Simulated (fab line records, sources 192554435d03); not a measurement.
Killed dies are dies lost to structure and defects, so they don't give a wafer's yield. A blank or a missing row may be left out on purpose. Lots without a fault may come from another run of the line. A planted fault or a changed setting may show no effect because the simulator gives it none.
Chamber matching | flow n5_finfet | N5_HKMG_FIN_ETCH_86 on rie_diel-05: 4 sister chambers
The step etches SOC in N2/H2, stops on TiN, target depth 393.2 nm. 16 wafers are shown with their chamber, then 8 later ones without.

WAFERS WITH THEIR CHAMBER
wafer  | chamber | showerhead_plenum_p_Torr (Torr) | throttle_valve_pct (%) | oes_product_au (a.u.)
L074.1 | 1       | 2.54                            | 17.83                  | 0.75
L074.3 | 0       | 2.53                            | 17.78                  | 0.74
L074.6 | 1       | 2.54                            | 17.85                  | 0.75
L075.1 | 0       | 2.53                            | 17.77                  | 0.73
L075.3 | 3       | 2.50                            | 18.18                  | 0.67
L075.6 | 2       | 2.64                            | 17.42                  | 0.75
L078.1 | 2       | 2.64                            | 17.42                  | 0.76
L078.2 | 3       | 2.50                            | 18.17                  | 0.68
L078.5 | 3       | 2.50                            | 18.17                  | 0.67
L079.2 | 2       | 2.64                            | 17.44                  | 0.75
L079.4 | 1       | 2.54                            | 17.86                  | 0.74
L079.6 | 2       | 2.64                            | 17.43                  | 0.75
L080.1 | 3       | 2.50                            | 18.20                  | 0.67
L080.4 | 1       | 2.54                            | 17.86                  | 0.74
L080.5 | 2       | 2.63                            | 17.43                  | 0.75
L086.1 | 0       | 2.52                            | 17.83                  | 0.72

SIGNATURES (means of the wafers above)
reading                  | chamber 0 | chamber 1 | chamber 2 | chamber 3 | scatter within a chamber
showerhead_plenum_p_Torr | 2.5267    | 2.5400    | 2.6380    | 2.5000    | 0.0035
throttle_valve_pct       | 17.7933   | 17.8500   | 17.4280   | 18.1800   | 0.0172
oes_product_au           | 0.7300    | 0.7450    | 0.7520    | 0.6725    | 0.00616
Rule: a wafer's distance from a chamber is the root of the sum, over the readings, of the square of ((its reading less the chamber's mean) divided by the reading's scatter). The wafer belongs to the nearest chamber; if the next one is less than 2 further off, it can't be placed. The scatter: the root of (the sum of the squares of (reading less its chamber's mean) over the shown wafers, divided by (wafers less chambers)).

WAFERS WITHOUT THEIR CHAMBER
wafer  | showerhead_plenum_p_Torr (Torr) | throttle_valve_pct (%) | oes_product_au (a.u.)
L086.2 | 2.63                            | 17.47                  | 0.73
L086.4 | 2.53                            | 17.89                  | 0.73
L090.1 | 2.49                            | 17.83                  | 0.91
L090.3 | 2.49                            | 17.84                  | 0.91
L090.4 | 2.53                            | 17.90                  | 0.72
L092.1 | 2.52                            | 17.81                  | 0.70
L092.2 | 2.49                            | 17.84                  | 0.89
L092.4 | 2.53                            | 17.90                  | 0.72

WHICH CHAMBER EACH WENT THROUGH
wafer  | from the rows above     | in truth
L086.2 | 2                       | 2
L086.4 | can't be placed: 1 or 0 | 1
L090.1 | can't be placed: 1 or 0 | 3
L090.3 | can't be placed: 1 or 0 | 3
L090.4 | can't be placed: 1 or 0 | 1
L092.1 | 0                       | 0
L092.2 | can't be placed: 1 or 0 | 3
L092.4 | can't be placed: 1 or 0 | 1
Placed correctly: 2 of 8. Can't be placed from these rows: 6 (the true chamber is among the candidates in 3). Placed wrongly: 0.
